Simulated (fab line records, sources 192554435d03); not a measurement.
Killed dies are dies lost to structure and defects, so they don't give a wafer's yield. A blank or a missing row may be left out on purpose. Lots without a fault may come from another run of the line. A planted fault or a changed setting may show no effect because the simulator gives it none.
Split-lot experiment | flow n5_finfet | 7 lots, 39 wafers read, on a route of 1938 steps

THE SPLIT
At N5_MIM_BOT_LITHO_DEVELOP_07 (develop time 60 s), the setting develop_time_s was moved away from the recipe's 60 s on 9 of the 39 wafers read, by -44.3% to +59.2%. The other wafers ran this setting at the recipe's value.

FROM THE SPLIT TO THE READING: what the file shows between them, 1 step
- N5_MIM_BOT_LITHO_HARDBAKE_09: time 120 s

THE READING
cd_nm, in nm, at N5_MIM_BOT_LITHO_CD_MEAS_08 (target cd 3000 nm). Fault-free wafers of this fab line usually give 3000.1 nm, standard deviation 1.9 nm.

wafer  | tool, chamber at the split | develop_time_s as run, s | against the recipe | cd_nm, nm | against lot-mates on the recipe
L076.1 | litho_track-03, 0          | 60                       | recipe             | 2996.5    | -
L076.2 | litho_track-03, 0          | 60                       | recipe             | 2996.8    | -
L076.3 | litho_track-03, 0          | 60                       | recipe             | 2995.6    | -
L076.4 | litho_track-03, 0          | 60                       | recipe             | 2999.0    | -
L076.5 | litho_track-03, 0          | 60                       | recipe             | 2995.5    | -
L076.6 | litho_track-03, 0          | 60                       | recipe             | 2995.8    | -
L078.2 | litho_track-03, 0          | 60                       | recipe             | 2999.8    | -
L078.4 | litho_track-03, 0          | 60                       | recipe             | 2998.4    | -
L078.6 | litho_track-03, 0          | 60                       | recipe             | 3002.4    | -
L081.1 | litho_track-03, 0          | 95.55                    | +59.2%             | 3007.5    | +7.4
L081.2 | litho_track-03, 0          | 95.55                    | +59.2%             | 3009.1    | +9.0
L081.3 | litho_track-03, 0          | 60                       | recipe             | 2999.7    | -
L081.4 | litho_track-03, 0          | 60                       | recipe             | 3001.6    | -
L081.5 | litho_track-03, 0          | 95.55                    | +59.2%             | 3007.0    | +6.9
L081.6 | litho_track-03, 0          | 60                       | recipe             | 2998.9    | -
L084.1 | litho_track-03, 0          | 33.4                     | -44.3%             | 2989.1    | -11.6
L084.2 | litho_track-03, 0          | 33.4                     | -44.3%             | 2989.3    | -11.4
L084.3 | litho_track-03, 0          | 60                       | recipe             | 3000.1    | -
L084.4 | litho_track-03, 0          | 60                       | recipe             | 2998.9    | -
L084.5 | litho_track-03, 0          | 60                       | recipe             | 3003.1    | -
L084.6 | litho_track-03, 0          | 33.4                     | -44.3%             | 2988.9    | -11.8
L087.1 | litho_track-03, 0          | 60                       | recipe             | 2997.7    | -
L087.2 | litho_track-03, 0          | 60                       | recipe             | 3003.7    | -
L087.3 | litho_track-03, 0          | 60                       | recipe             | 2999.6    | -
L087.4 | litho_track-03, 0          | 60                       | recipe             | 2999.0    | -
L087.5 | litho_track-03, 0          | 60                       | recipe             | 2999.8    | -
L087.6 | litho_track-03, 0          | 60                       | recipe             | 3000.3    | -
L090.1 | litho_track-03, 0          | 60                       | recipe             | 2997.2    | -
L090.2 | litho_track-03, 0          | 60                       | recipe             | 3001.9    | -
L090.3 | litho_track-03, 0          | 60                       | recipe             | 2998.6    | -
L090.4 | litho_track-03, 0          | 60                       | recipe             | 2997.5    | -
L090.5 | litho_track-03, 0          | 60                       | recipe             | 3000.4    | -
L090.6 | litho_track-03, 0          | 60                       | recipe             | 2998.6    | -
L096.1 | litho_track-05, 0          | 60                       | recipe             | 2998.9    | -
L096.2 | litho_track-05, 0          | 60                       | recipe             | 3001.2    | -
L096.3 | litho_track-05, 0          | 60                       | recipe             | 3001.7    | -
L096.4 | litho_track-05, 0          | 40.53                    | -32.5%             | 2992.6    | -8.0
L096.5 | litho_track-05, 0          | 40.53                    | -32.5%             | 2994.8    | -5.8
L096.6 | litho_track-05, 0          | 40.53                    | -32.5%             | 2992.9    | -7.7

THE FIT
A straight line over all 39 wafers: cd_nm changes by +0.175 nm for each +1% of develop_time_s; r = +0.89; the points scatter about the line by 2.1 nm.
The same after taking each lot's own level away (the mean of its wafers on the recipe; 39 wafers): +0.184 nm for each +1%; r = +0.91; scatter 1.9 nm.
On that fit, the largest move of develop_time_s shifts the reading by 11 nm.
The lots' own levels span 2996.53 to 3000.70 nm, that is 2.2 times the standard deviation above.
So the lot-to-lot level changes the slope little: the two slopes agree.
Check: with one of the wafers moved furthest among these (+59.2%) left out of the fit, the line predicts +11.1 nm for it against its lot-mates. It came out at +7.43 nm against them.

THE FILE'S OWN FIT
cd_nm changes by +0.185 nm for each +1% of develop_time_s, r = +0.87.
